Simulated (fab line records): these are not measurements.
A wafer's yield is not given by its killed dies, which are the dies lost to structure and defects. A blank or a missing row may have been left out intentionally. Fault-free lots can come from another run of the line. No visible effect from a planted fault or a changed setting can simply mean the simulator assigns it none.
fab line records -- flow n5Finfet
record: lots: 6, wafers: 18, lastDay: 17
route steps=1938 shown BEOL_M4@1042
lots with no fault: from the same line, run without faults
startH: hours from the record's first day to the start of the lot's first wafer shown -- waitH: hours since the lot's step before -- " identical to the entry in the row above -- L1.1+2: a row that stands for several wafers -- - no value, or no start given -- * or withheld: withheld -- < > ~ a bound
route shown NAME@n: a module of which the file shows steps, and the number in the route of the first -- usual: the fault-free wafers' mean and standard deviation -- same: alike in all rows -- chamber/n: place in a boat -- sites: per-site readings -- _std_site: standard deviation of those values -- _edge_site: the outer-site mean with the inner-site mean subtracted -- radiusMm: for every site, how far away it sits from the centre of the wafer -- mask NAME#n: copy n -- behind: the last tool/chamber to shape the wafer -- hold: why the lot went on hold/how many hours it stayed there/how the hold came to an end -- device: the n, p or np transistor that did not switch -- end of line: the same wafers' tests at the end of the route -- a step without rows: its recipe alone -- killed: dies lost to structure and defects at the first sort, not the wafer's yield -- map: a wafer's dies, x killed, . not, _ none there
set.NAME: the run value of the setting; set.NAME@STEP: its run value at that earlier step -- model.NAME: the simulator's own value behind a step, which no gauge read
lots at selected steps of the route; one table per step, one row per wafer
services: a tool's chamber out of use, with start hour (startH, from the record's first day; less than 0 if before it), hours out, and reason
== steps ==
step: N5_BEOL_M4_STRIP_75
recipe: chemistry: N2/H2, tempC: 40, n2FlowSccm: 200, h2FlowSccm: 200, rfFrequencyHz: 6e+07
step: N5_BEOL_M4_STRIP_66
recipe: chemistry: CF4, resist: SiARC, powerW: 300, biasPowerW: 75, pressureMtorr: 50, cf4FlowSccm: 150, rfFrequencyHz: 6e+07
usual: drypumpMotorCurrentA: 5.7/0.54, oesProductAu: 0.79/0.089, rfVppV: 271.8/1.4, showerheadPlenumPTorr: 1.82/0.057, throttleValvePct: 13.51/0.2
lot.wafer,tool,chamber,startH,waitH,drypumpMotorCurrentA,oesProductAu,rfHoursCounterH,rfVppV,showerheadPlenumPTorr,throttleValvePct
L177.2,rieDiel-03,3,175.34,0.0,6.0,0.80,99,270.4,1.72,13.52
L177.5,rieDiel-03,1,175.34,0.0,5.5,0.71,-,272.5,1.86,13.72
L177.6,rieDiel-03,2,175.34,0.0,5.0,0.81,-,270.2,1.82,13.72
L179.2,rieDiel-06,2,187.31,0.0,6.3,0.69,246,269.7,1.76,13.73
L179.4,rieDiel-06,0,187.31,0.0,5.8,0.69,222,272.6,1.85,13.69
L179.5,rieDiel-06,1,187.31,0.0,6.6,0.71,-,272.5,1.84,13.65
L181.2,rieDiel-03,3,192.40,0.0,6.0,0.79,103,269.5,1.72,13.53
L181.5,rieDiel-03,0,192.40,0.0,5.2,0.88,-,271.9,1.82,13.28
L181.6,rieDiel-03,1,192.40,0.0,5.5,0.71,-,272.9,1.86,13.71
L182.1,rieDiel-01,0,199.07,0.0,6.3,0.76,121,271.7,1.86,13.43
L182.3,rieDiel-01,1,199.07,0.0,5.7,0.65,255,270.0,1.71,13.68
L182.6,rieDiel-01,2,199.07,0.0,5.2,0.83,-,272.7,1.90,13.36
L186.1,rieDiel-06,1,222.47,0.0,6.6,0.71,222,271.9,1.83,13.66
L186.4,rieDiel-06,0,222.47,0.0,5.7,0.68,236,272.6,1.85,13.72
L186.6,rieDiel-06,1,222.47,0.0,6.6,0.70,-,271.9,1.83,13.67
L194.1,rieDiel-06,3,273.88,0.0,5.3,0.88,29,273.9,1.90,13.38
L194.2,rieDiel-06,2,273.88,0.0,6.3,0.93,18,269.5,1.75,13.19
L194.5,rieDiel-06,1,273.88,0.0,6.6,0.69,-,273.2,1.83,13.73
step: N5_BEOL_M4_HM_OPEN_17
recipe: chemistry: Cl2/BCl3, targetDepthA: 200, overetchA: 60, target: TiN, maskMaterial: SOC, ionEnergyEv: 150, pressureMtorr: 10, icpW: 1000, biasW: 126, Cl2_flow_sccm: 53.25, bcl3FlowSccm: 21.75, Ar_flow_sccm: 25
usual: drypumpMotorCurrentA: 5.9/0.43, mfcCl2Sccm: 53.23/0.16, oesProductAu: 0.65/0.06, throttleValvePct: 22.22/0.24
lot.wafer,tool,chamber,startH,waitH,drypumpMotorCurrentA,mfcCl2Sccm,oesProductAu,rfHoursCounterH,throttleValvePct
L177.2,rieMetal-01,0,175.38,0.0,5.7,53.31,0.73,16,21.89
L177.5,rieMetal-01,0,175.38,0.0,5.7,53.32,0.72,-,21.89
L177.6,rieMetal-01,1,175.38,0.0,6.1,53.20,0.56,-,22.74
L179.2,rieMetal-03,1,187.35,0.0,5.9,53.14,0.68,37,22.06
L179.4,rieMetal-03,1,187.35,0.0,5.9,52.88,0.69,-,22.07
L179.5,rieMetal-03,0,187.35,0.0,6.6,53.38,0.74,-,22.14
L181.2,rieMetal-02,1,192.44,0.0,5.3,53.09,0.58,79,22.12
L181.5,rieMetal-02,0,192.44,0.0,5.6,53.35,0.66,-,22.38
L181.6,rieMetal-02,1,192.44,0.0,5.3,53.12,0.58,-,22.12
L182.1,rieMetal-03,1,199.11,0.0,5.9,53.43,0.68,37,22.07
L182.3,rieMetal-03,1,199.11,0.0,5.9,53.33,0.68,-,22.07
L182.6,rieMetal-03,1,199.11,0.0,5.9,53.22,0.70,-,22.06
L186.1,rieMetal-02,0,222.51,0.0,5.6,53.09,0.67,43,22.34
L186.4,rieMetal-02,1,222.51,0.0,5.3,53.17,0.59,-,22.11
L186.6,rieMetal-02,1,222.51,0.0,5.4,53.20,0.59,-,22.12
L194.1,rieMetal-02,1,273.92,0.0,5.4,53.22,0.58,84,22.11
L194.2,rieMetal-02,0,273.92,0.0,5.6,53.08,0.65,47,22.37
L194.5,rieMetal-02,0,273.92,0.0,5.6,53.14,0.65,-,22.36
step: N5_BEOL_M4_STRIP_19
recipe: chemistry: O2, powerW: 400, tempC: 40, pressureMtorr: 30, rfFrequencyHz: 6e+07, biasPowerW: 0, overashFraction: 0.2, o2FlowSccm: 225
usual: drypumpMotorCurrentA: 5.8/0.53, oesProductAu: 0.81/0.097, rfVppV: 3.6/0.49, showerheadPlenumPTorr: 2.15/0.072, throttleValvePct: 16.58/0.23
lot.wafer,tool,chamber,startH,waitH,drypumpMotorCurrentA,oesProductAu,rfHoursCounterH,rfVppV,showerheadPlenumPTorr,throttleValvePct
L177.2,rieDiel-01,2,175.49,0.1,5.2,0.86,52,3.9,2.20,16.32
L177.5,rieDiel-01,1,175.49,0.1,5.8,0.67,-,3.4,1.97,16.57
L177.6,rieDiel-01,0,175.49,0.1,6.2,0.78,-,3.4,2.20,16.52
L179.2,rieDiel-06,2,187.53,0.1,6.3,0.69,246,3.8,2.05,16.71
L179.4,rieDiel-06,1,187.53,0.1,6.6,0.72,208,3.5,2.18,16.81
L179.5,rieDiel-06,3,187.53,0.1,5.4,0.95,-,3.5,2.26,16.59
L181.2,rieDiel-01,2,192.55,0.1,5.2,0.85,59,2.8,2.19,16.32
L181.5,rieDiel-01,2,192.55,0.1,5.2,0.85,-,4.3,2.19,16.32
L181.6,rieDiel-01,1,192.55,0.1,5.8,0.66,-,3.4,1.97,16.57
L182.1,rieDiel-03,1,199.28,0.1,5.5,0.72,187,3.7,2.17,16.76
L182.3,rieDiel-03,3,199.28,0.1,6.0,0.81,105,4.1,2.04,16.81
L182.6,rieDiel-03,0,199.28,0.1,5.2,0.88,-,4.1,2.12,16.33
L186.1,rieDiel-03,3,222.67,0.1,5.9,0.79,115,2.9,2.04,16.81
L186.4,rieDiel-03,0,222.67,0.1,5.2,0.87,45,3.2,2.12,16.35
L186.6,rieDiel-03,3,222.67,0.1,6.0,0.78,-,3.9,2.04,16.83
L194.1,rieDiel-01,3,274.11,0.2,6.5,0.88,27,3.2,2.14,16.40
L194.2,rieDiel-01,1,274.11,0.2,5.8,0.93,19,4.9,2.23,16.16
L194.5,rieDiel-01,2,274.11,0.2,5.2,0.79,-,2.6,2.18,16.38
step: N5_BEOL_M4_CD_MEAS_18
recipe: pitchNm: 36, targetCdNm: 18
usual: cdNm: 18.0/0.33
lot.wafer,tool,chamber,startH,waitH,cdNm
L177.2,cdSem-03,-,175.56,0.1,17.5
L177.5,cdSem-03,-,175.56,0.1,17.6
L177.6,cdSem-03,-,175.56,0.1,18.2
L179.2,cdSem-03,-,187.60,0.1,18.2
L179.4,cdSem-03,-,187.60,0.1,18.0
L179.5,cdSem-03,-,187.60,0.1,17.8
L181.2,cdSem-03,-,192.62,0.1,18.2
L181.5,cdSem-03,-,192.62,0.1,17.7
L181.6,cdSem-03,-,192.62,0.1,18.2
L182.1,cdSem-02,-,199.35,0.0,17.9
L182.3,cdSem-02,-,199.35,0.0,18.4
L182.6,cdSem-02,-,199.35,0.0,18.1
L186.1,cdSem-03,-,222.74,0.0,17.8
L186.4,cdSem-03,-,222.74,0.0,17.9
L186.6,cdSem-03,-,222.74,0.0,18.0
L194.1,cdSem-01,-,274.19,0.1,18.1
L194.2,cdSem-01,-,274.19,0.1,18.2
L194.5,cdSem-01,-,274.19,0.1,17.7
step: N5_BEOL_M4_COAT_67
recipe: resist: SOC, tempC: 250, timeS: 60, spinRpm: 1500, resistThkNm: 60
step: N5_BEOL_M4_COAT_68
recipe: resist: SiARC, tempC: 220, timeS: 60, spinRpm: 1500, resistThkNm: 12
step: N5_BEOL_M4_COAT_76
recipe: resist: underlayer, tempC: 205, timeS: 60, spinRpm: 1500, resistThkNm: 5
step: N5_BEOL_M4_COAT_22
recipe: resist: CAR-EUV, spinRpm: 1500, resistThkNm: 30
step: N5_BEOL_M4_EBR_24
recipe: solvent: PGMEA, ebrWidthMm: 1.5
step: N5_BEOL_M4_SOFTBAKE_23
recipe: tempC: 110, timeS: 60, resist: CAR-EUV
step: N5_BEOL_M4_EXPOSE_25
recipe: maskId: V3, na: 0.33, sourceShape: quasar, sigmaInner: 0.2, sigmaOuter: 0.8, polarization: unpolarized, defocusNm: 5, doseMj: 63
step: N5_BEOL_M4_PEB_26
recipe: pebTempC: 100, pebTimeS: 60, resist: CAR-EUV
usual: chillPlateTempC: 22.98/0.12, exhaustPa: 45.0/0.84
lot.wafer,tool,chamber,startH,waitH,chillPlateTempC,exhaustPa
L177.2,lithoTrack-04,0,175.81,0.1,22.91,45.6
L177.5,lithoTrack-04,0,175.81,0.1,23.05,46.0
L177.6,lithoTrack-04,0,175.81,0.1,23.10,45.6
L179.2,lithoTrack-04,0,187.86,0.1,22.84,45.6
L179.4,lithoTrack-04,0,187.86,0.1,23.06,45.9
L179.5,lithoTrack-04,0,187.86,0.1,22.88,46.1
L181.2,lithoTrack-04,-,192.99,0.1,-,-
L181.5,lithoTrack-04,-,192.99,0.1,-,-
L181.6,lithoTrack-04,-,192.99,0.1,-,-
L182.1,lithoTrack-03,-,199.72,0.1,-,-
L182.3,lithoTrack-03,-,199.72,0.1,-,-
L182.6,lithoTrack-03,-,199.72,0.1,-,-
L186.1,lithoTrack-05,0,223.02,0.1,23.12,45.6
L186.4,lithoTrack-05,0,223.02,0.1,23.04,45.2
L186.6,lithoTrack-05,0,223.02,0.1,23.11,45.4
L194.1,lithoTrack-05,0,274.57,0.1,22.84,46.0
L194.2,lithoTrack-05,0,274.57,0.1,22.86,45.6
L194.5,lithoTrack-05,0,274.57,0.1,22.78,44.4
step: N5_BEOL_M4_DEVELOP_27
recipe: developTimeS: 30, developer: TMAH, resist: CAR-EUV, rinseLiquid: surfactantRinse, dry: airSpin, devTempC: 23
== services ==
tool,chamber,startH,hours,kind
rieMetal-02,-,153.70,1.6,repair
rieDiel-06,2,169.03,5.1,repair
rieDiel-01,3,172.08,16.0,repair
rieDiel-01,1,175.77,9.0,repair
rieDiel-06,-,183.10,0.2,repair
rieDiel-03,3,184.82,4.3,repair
rieMetal-02,0,185.95,2.6,repair
rieDiel-01,3,188.14,-,clean
rieDiel-01,3,188.14,-,consumableReplace:focusRing
rieDiel-01,3,188.14,25.6,scheduledDown
rieDiel-01,3,188.14,25.6,ventCycle
rieDiel-06,2,200.19,-,clean
rieDiel-06,2,200.19,-,consumableReplace:focusRing
rieDiel-06,2,200.19,17.7,scheduledDown
rieDiel-06,2,200.19,17.7,ventCycle
rieDiel-01,1,213.94,-,clean
rieDiel-01,1,213.94,-,consumableReplace:focusRing
rieDiel-01,1,213.94,-,consumableReplace:showerhead
rieDiel-01,1,213.94,18.5,scheduledDown
rieMetal-02,1,228.40,16.7,repair
rieDiel-06,-,233.19,15.6,pm
rieDiel-06,3,251.02,9.4,repair
rieDiel-03,3,259.60,4.2,repair
rieDiel-06,0,263.94,4.2,repair
== key ==
firstSign: step: N5_BEOL_M4_PEB_26, reading: toolRecord, direction: missing
effect none on later readings
metAt N5_BEOL_M4_PEB_26
struckWafers L181.2,L181.5,L181.6,L182.1,L182.3,L182.6
laterRowsLeftOut L181.2,L181.5,L181.6,L182.1,L182.3,L182.6
sortLeftOut L181.2,L181.5,L181.6,L182.1,L182.3,L182.6
onsetBetween 187.86 192.99
fault: kind: skippedStepWhole, tool: lithoTrack-03,lithoTrack-04, chamber: -, onsetH: 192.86, steps: N5_BEOL_M4_PEB_26, scope: struckLotsOnly
sortLeftOut: the simulated sort isn't trusted on such a fault, so these wafers' sort isn't shown, and their yield isn't known
laterRowsLeftOut: the simulator's readings of these wafers behind a module that went badly wrong aren't trusted and aren't shown, but for the sort
